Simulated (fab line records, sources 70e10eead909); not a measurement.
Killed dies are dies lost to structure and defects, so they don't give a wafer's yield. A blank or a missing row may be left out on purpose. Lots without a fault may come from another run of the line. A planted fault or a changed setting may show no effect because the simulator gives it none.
One fault seen from 2 desks | flow nand_harc | each desk has only its own numbers; what lay behind them comes last

THE TOOL OWNER'S DESK: rie_diel-13
The tool's own readings at NHARC_A_CONTACT_ETCH_98 (etches the open film in C4F6/O2, target depth 20 nm, time 10 s): means of the sampled wafers that have a number, for each lot that ran on this tool. A lot is out of limits, marked OUT, if its mean lies more than 4 standard deviations from the usual mean; the brackets give that distance.
Columns: A = drypump_motor_current_A at NHARC_A_CONTACT_ETCH_98, usual 5.5 A; B = oes_product_au at NHARC_A_CONTACT_ETCH_98, usual 0.958 a.u.; C = rf_fwd_power_W at NHARC_A_CONTACT_ETCH_98, usual 587 W; D = rf_vpp_V at NHARC_A_CONTACT_ETCH_98, usual 548.0 V; E = showerhead_plenum_p_Torr at NHARC_A_CONTACT_ETCH_98, usual 3.98 Torr; F = throttle_valve_pct at NHARC_A_CONTACT_ETCH_98, usual 26.903 %
lot  | first seen here | A   | B                | C   | D     | E    | F
L919 | day 25 12:35    | 5.8 | 0.955            | 587 | 549.6 | 4.02 | 26.894
L918 | day 25 16:46    | 5.7 | 0.948            | 589 | 547.1 | 3.97 | 26.900
L920 | day 26 00:22    | 5.7 | 0.954            | 587 | 548.8 | 3.97 | 26.900
L921 | day 27 16:40    | 5.6 | 0.974            | 588 | 548.5 | 3.98 | 26.901
L924 | day 28 00:27    | 6.0 | 0.823 (-7.1) OUT | 589 | 547.5 | 3.98 | 26.899
L926 | day 29 13:22    | 5.9 | 0.816 (-7.5) OUT | 588 | 546.5 | 3.93 | 26.896
This desk's finding: out of limits on L924, L926; first on L924, day 28 00:27 (oes_product_au at NHARC_A_CONTACT_ETCH_98). In limits: L919, L918, L920, L921.

THE METROLOGY DESK
What the gauges read, lot by lot, whatever tool the lot ran on: means of the sampled wafers that have a number. A lot is out of limits, marked OUT, if its mean lies more than 4 standard deviations from the usual mean; the brackets give that distance.
Columns: A = cd_nm at NHARC_A_CONTACT_CD_MEAS_08, usual 199.8 nm
lot  | first seen here | A
L911 | day 22 22:45    | 199.3
L914 | day 23 01:51    | 199.7
L915 | day 23 16:56    | 199.5
L916 | day 23 21:53    | 199.7
L919 | day 25 09:07    | 198.9
L918 | day 25 13:28    | 199.5
L920 | day 25 21:04    | 199.8
L921 | day 27 13:23    | 198.5
L924 | day 27 21:10    | 201.0
L928 | day 29 07:25    | 200.2
L926 | day 29 10:05    | 200.4
L929 | day 30 02:42    | 199.9
L933 | day 30 13:14    | 200.1
L934 | day 31 22:59    | 200.2
This desk's finding: nothing out of limits on any of the 14 lots.

PUT TOGETHER
The tool owner's desk could have raised an alarm at day 28 00:27, on L924, L926.
The metrology desk saw nothing out of limits.
The metrology desk has L924, L926 on record, within its limits.
Of the lots named, all ran NHARC_A_CONTACT_ETCH_98 on rie_diel-13.

WHAT THE SIMULATOR HAD PUT IN
Process parameter drift: rie_diel-13, from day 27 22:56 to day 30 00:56, at NHARC_A_CONTACT_ETCH_98. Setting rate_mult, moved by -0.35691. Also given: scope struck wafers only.
Lots struck among those shown: L924, L926.
Hours from the fault's start to each desk's first reading out of limits: the tool owner's desk, 2.
